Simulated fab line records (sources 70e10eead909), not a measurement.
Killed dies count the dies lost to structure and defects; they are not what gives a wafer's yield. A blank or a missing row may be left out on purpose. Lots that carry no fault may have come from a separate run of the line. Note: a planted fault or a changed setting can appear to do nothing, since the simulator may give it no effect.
Which tool was responsible? | flow nand_harc | 13 lots, 39 wafers sampled, at 4 steps of a route of 1159

== WHAT THE GAUGES READ, wafer by wafer ==
NHARC_A_CONTACT_INSPECT_44.
lot  | measured     | on                | raw_defect_count
L769 | day 17 01:29 | defect_inspect-02 | 28 26 21
L771 | day 17 09:30 | defect_inspect-02 | 7 6 7
L770 | day 17 08:49 | defect_inspect-01 | 19 26 21
L773 | day 18 02:22 | defect_inspect-02 | 12 27 25
L779 | day 20 10:01 | defect_inspect-01 | 41 53
L783 | day 20 15:58 | defect_inspect-01 | 29 30 36
L784 | day 21 15:01 | defect_inspect-01 | 52 44 48
L782 | day 21 09:52 | defect_inspect-02 | 26 41 29
L785 | day 22 01:16 | defect_inspect-01 | 40 34 33
L789 | day 22 06:31 | defect_inspect-02 | 11 6 14
L788 | day 22 06:47 | defect_inspect-02 | 37 39 29
L790 | day 22 04:17 | defect_inspect-02 | 15 16 14
L792 | day 22 20:59 | defect_inspect-02 | 27 37 37

== EACH LOT AND THE TOOL THAT RAN IT (in order: tool; ch and the chambers of the sampled wafers; start) ==
lot  | NHARC_A_SLIT_ETCH_26             | NHARC_A_WL_FILL_ETCHBACK_16        | NHARC_A_CONTACT_DEP_24
L769 | har_etch-02 ch 0,1, day 15 01:04 | rie_diel-06 ch 0,2, day 15 23:39   | pecvd-01 ch 0,1,2, day 16 19:20
L771 | har_etch-01 ch 0,1, day 15 07:45 | rie_diel-06 ch 1,3, day 16 07:39   | pecvd-02 ch 0,2, day 17 05:02
L770 | har_etch-01 ch 0,1, day 15 09:27 | rie_diel-09 ch 0,2, day 16 08:45   | pecvd-02 ch 1,2, day 17 04:32
L773 | har_etch-01 ch 0,1, day 15 18:01 | rie_diel-07 ch 0,1, day 17 00:36   | pecvd-04 ch 0,1,2, day 17 21:53
L779 | har_etch-02 ch 0,1, day 18 17:49 | rie_diel-09 ch 0,2,3, day 19 18:20 | pecvd-02 ch 1,2, day 20 06:37
L783 | har_etch-01 ch 0,1, day 18 20:16 | rie_diel-07 ch 0,1, day 19 21:24   | pecvd-02 ch 1,2, day 20 12:14
L784 | har_etch-02 ch 0,1, day 19 07:52 | rie_diel-07 ch 0,1,2, day 20 14:10 | pecvd-01 ch 0,1,2, day 21 06:02
L782 | har_etch-01 ch 0, day 19 08:07   | rie_diel-06 ch 0,1,3, day 20 14:05 | pecvd-02 ch 0,1,2, day 21 01:46
L785 | har_etch-01 ch 0,1, day 19 17:08 | rie_diel-07 ch 2,3, day 21 00:32   | pecvd-04 ch 0,1,2, day 21 19:48
L789 | har_etch-01 ch 0,1, day 20 05:07 | rie_diel-06 ch 0,2,3, day 21 03:39 | pecvd-04 ch 0,1,2, day 22 00:07
L788 | har_etch-02 ch 0,1, day 20 06:33 | rie_diel-07 ch 0,2,3, day 21 08:51 | pecvd-02 ch 1,2, day 22 02:13
L790 | har_etch-01 ch 1, day 20 06:59   | rie_diel-06 ch 1,2, day 21 03:24   | pecvd-04 ch 0,1,2, day 21 21:59
L792 | har_etch-02 ch 0,1, day 20 17:38 | rie_diel-07 ch 1,2,3, day 22 00:32 | pecvd-01 ch 1,2, day 22 17:20
- NHARC_A_SLIT_ETCH_26: etches the open film in C4F8/O2/Ar, time 90 s, target depth 400 nm.
- NHARC_A_WL_FILL_ETCHBACK_16: etches the open film in C4F8/O2/Ar, target depth 88 nm, time 17.6 s.
- NHARC_A_CONTACT_DEP_24: deposits SiO2, target thk 500 nm.

== AS READ BY THE TOOLS THEMSELVES (means over the sampled wafers that have a number; for cases with no such wafer, the mark the record gives instead) ==
NHARC_A_SLIT_ETCH_26.
lot  | tool        | bias_v (V) | c4f8_flow_sccm (sccm) | drypump_motor_current_A (A) | showerhead_plenum_p_Torr (Torr) | throttle_valve_pct (%)
L769 | har_etch-02 | 400        | 41.81                 | 5.8                         | 3.76                            | 27.614
L771 | har_etch-01 | 398        | 41.72                 | 5.5                         | 3.79                            | 27.621
L770 | har_etch-01 | 401        | 41.84                 | 5.2                         | 3.75                            | 27.622
L773 | har_etch-01 | 401        | 41.71                 | 5.5                         | 3.79                            | 27.619
L779 | har_etch-02 | 398        | 41.79                 | 5.7                         | 3.73                            | 27.613
L783 | har_etch-01 | 398        | 41.73                 | 5.5                         | 3.77                            | 27.627
L784 | har_etch-02 | 399        | 41.73                 | 5.8                         | 3.73                            | 27.638
L782 | har_etch-01 | 396        | 41.73                 | 5.7                         | 3.80                            | 27.623
L785 | har_etch-01 | 401        | 41.76                 | 5.2                         | 3.73                            | 27.630
L789 | har_etch-01 | 397        | 41.71                 | 5.5                         | 3.77                            | 27.622
L788 | har_etch-02 | 399        | 41.75                 | 5.8                         | 3.72                            | 27.619
L790 | har_etch-01 | 402        | 41.75                 | 5.0                         | 3.70                            | 27.619
L792 | har_etch-02 | 399        | 41.73                 | 5.6                         | 3.78                            | 27.612

NHARC_A_WL_FILL_ETCHBACK_16.
lot  | tool        | oes_product_au (a.u.) | rf_vpp_V (V) | run_length_s (s)
L769 | rie_diel-06 | 0.998                 | 721          | 38.2
L771 | rie_diel-06 | 0.996                 | 719          | 38.9
L770 | rie_diel-09 | 0.984                 | 725          | 38.7
L773 | rie_diel-07 | 0.922                 | 722          | 39.5
L779 | rie_diel-09 | 1.004                 | 727          | 34.3
L783 | rie_diel-07 | 1.001                 | 721          | 39.7
L784 | rie_diel-07 | 0.976                 | 723          | 39.3
L782 | rie_diel-06 | 1.010                 | 720          | 38.9
L785 | rie_diel-07 | 0.995                 | 722          | 38.8
L789 | rie_diel-06 | 1.003                 | 720          | 38.7
L788 | rie_diel-07 | 0.949                 | 723          | 39.3
L790 | rie_diel-06 | 0.997                 | 719          | 38.2
L792 | rie_diel-07 | 0.987                 | 722          | 39.2

NHARC_A_CONTACT_DEP_24.
lot  | tool     | heater_power_w (W) | throttle_valve_pct (%)
L769 | pecvd-01 | 666                | 15.5
L771 | pecvd-02 | 561                | 15.5
L770 | pecvd-02 | 476                | 16.1
L773 | pecvd-04 | 489                | 15.9
L779 | pecvd-02 | 516                | 15.9
L783 | pecvd-02 | 541                | 15.8
L784 | pecvd-01 | 627                | 15.8
L782 | pecvd-02 | 494                | 15.9
L785 | pecvd-04 | 494                | 16.3
L789 | pecvd-04 | 535                | 16.0
L788 | pecvd-02 | 587                | 16.0
L790 | pecvd-04 | 532                | 16.1
L792 | pecvd-01 | 643                | 15.8

== THE ANSWER, worked out from the rows above alone ==
Rule: the lots themselves supply what counts as usual. Put in order of their means at a reading, lots are off if they are a third of the lots or fewer, leave a main group of 4 or more, and stand apart from it by a gap of 3 or more times the standard deviation of the main group's means; of several such gaps the widest counts. A main group whose means are all the same, to the digits that the tables above print for the reading, isn't used. A lot without any number at a reading at which 4 lots or more have one is off too. Any other lot the step has rows for is counted as sound. First the gauges in route order, then the tools' own readings, where a lot's mean is used as printed above. At the first step where some lot is off, the reading lying furthest off is the one used; lots without a number count as furthest.
Off: L779, at NHARC_A_WL_FILL_ETCHBACK_16 (run_length_s). The main group: mean 39.0 s, standard deviation 0.45.
A tool fits if, at that step or a process step before it, it ran every lot that is off, and no sound lot after the first of them. One fits: rie_diel-09 at NHARC_A_WL_FILL_ETCHBACK_16. A fault onset in the window from L770 (day 16 08:45, its last sound lot) to L779 (day 19 18:20, its first lot off) fits.
The tool's own readings at NHARC_A_WL_FILL_ETCHBACK_16 bear it out: on the lots that are off they differ by more than 5 times the standard deviation of the sound lots' means. run_length_s reads 34.3 s there against 39.0 s on the sound lots.

== WHAT THE SIMULATOR PUT IN ==
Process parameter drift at NHARC_A_WL_FILL_ETCHBACK_16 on rie_diel-09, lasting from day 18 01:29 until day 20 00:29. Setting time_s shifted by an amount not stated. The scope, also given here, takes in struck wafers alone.
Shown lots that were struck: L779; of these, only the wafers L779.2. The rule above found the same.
